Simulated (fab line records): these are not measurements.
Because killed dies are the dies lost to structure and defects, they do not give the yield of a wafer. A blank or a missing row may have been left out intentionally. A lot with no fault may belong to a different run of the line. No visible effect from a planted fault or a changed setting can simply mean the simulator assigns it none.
Lot-split experiment	flow n5 finfet	7 lots, 39 wafers read, on a route of 1938 steps

THE SPLIT ITSELF
At N5_PASSIVATION_DEVELOP_29 (develop time 60 s), the setting develop time s was moved away from the recipe's 60 s on 9 of the 39 wafers read, by -56.1% to +23.7%. For the rest of the wafers, this setting stayed at what the recipe calls for.

FROM SPLIT TO READING: 1 step shown by the file between the two
- N5_PASSIVATION_HARDBAKE_31: time 120 s

THE READING
At N5_PASSIVATION_CD_MEAS_30: cd nm in nanometres, against a target cd of 4000 nm. Typical for fault-free wafers on this fab line: 4001.4 nm, with standard deviation 1.9 nm.

wafer	tool, chamber at the split	develop time s as run, s	against the recipe	cd nm, nm	against lot-mates on the recipe
L075.2	litho track-03, 0	60	recipe	3998.5	-
L075.4	litho track-03, 0	60	recipe	3998.4	-
L075.5	litho track-03, 0	60	recipe	4000.7	-
L077.1	litho track-05, 0	31.56	-47.4%	3989.9	-12.4
L077.2	litho track-05, 0	31.56	-47.4%	3986.0	-16.3
L077.3	litho track-05, 0	60	recipe	4001.7	-
L077.4	litho track-05, 0	60	recipe	4001.9	-
L077.5	litho track-05, 0	31.56	-47.4%	3986.8	-15.5
L077.6	litho track-05, 0	60	recipe	4003.2	-
L083.1	litho track-03, 0	60	recipe	3998.8	-
L083.2	litho track-03, 0	60	recipe	3997.2	-
L083.3	litho track-03, 0	60	recipe	3997.7	-
L083.4	litho track-03, 0	60	recipe	4000.5	-
L083.5	litho track-03, 0	60	recipe	4000.7	-
L083.6	litho track-03, 0	60	recipe	4000.9	-
L085.1	litho track-05, 0	60	recipe	4000.5	-
L085.2	litho track-05, 0	60	recipe	4004.3	-
L085.3	litho track-05, 0	60	recipe	4000.4	-
L085.4	litho track-05, 0	60	recipe	4001.5	-
L085.5	litho track-05, 0	60	recipe	4002.8	-
L085.6	litho track-05, 0	60	recipe	4001.9	-
L086.1	litho track-01, 0	26.35	-56.1%	3983.9	-17.5
L086.2	litho track-01, 0	60	recipe	3999.9	-
L086.3	litho track-01, 0	26.35	-56.1%	3982.5	-18.9
L086.4	litho track-01, 0	26.35	-56.1%	3980.8	-20.6
L086.5	litho track-01, 0	60	recipe	4003.0	-
L086.6	litho track-01, 0	60	recipe	4001.2	-
L089.1	litho track-03, 0	74.23	+23.7%	4004.5	+5.7
L089.2	litho track-03, 0	60	recipe	3999.6	-
L089.3	litho track-03, 0	74.23	+23.7%	4003.0	+4.2
L089.4	litho track-03, 0	60	recipe	3997.8	-
L089.5	litho track-03, 0	60	recipe	3999.0	-
L089.6	litho track-03, 0	74.23	+23.7%	4005.2	+6.4
L095.1	litho track-03, 0	60	recipe	4000.1	-
L095.2	litho track-03, 0	60	recipe	4000.4	-
L095.3	litho track-03, 0	60	recipe	4001.1	-
L095.4	litho track-03, 0	60	recipe	4003.1	-
L095.5	litho track-03, 0	60	recipe	4003.7	-
L095.6	litho track-03, 0	60	recipe	4001.7	-

FIT RESULTS
A straight line over all 39 wafers: cd nm changes by +0.286 nm for each +1% of develop time s; r = +0.95; the points scatter about the line by 2.1 nm.
The same after taking each lot's own level away (the mean of its wafers on the recipe; 39 wafers): +0.314 nm for each +1%; r = +0.98; scatter 1.4 nm.
On that fit, the largest move of develop time s shifts the reading by 18 nm.
Across the lots, their own levels run from 3998.80 to 4002.27 nm, a range of 1.8 times the standard deviation given above.
Consequently the slope shifts little with the lot-to-lot level, the two slopes agreeing.
Check: with one of the wafers moved furthest among these (-56.1%) left out of the fit, the line predicts -17.9 nm for it against its lot-mates. Against them it came out at -17.5 nm.

OTHER SPLITS APPLIED TO THESE WAFERS
Before the reading, these wafers also passed through other splits. Each is held against what the fit with the lots' levels taken away leaves over:
other split on the same wafers	wafers away from the commonest value	r with cd nm (lot level and that fit taken away)
N5_BEOL_M15_TRENCH_ETCH_34 target depth a	15	-0.17

THE FILE'S OWN FIT
cd nm changes by +0.318 nm for each +1% of develop time s, r = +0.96.
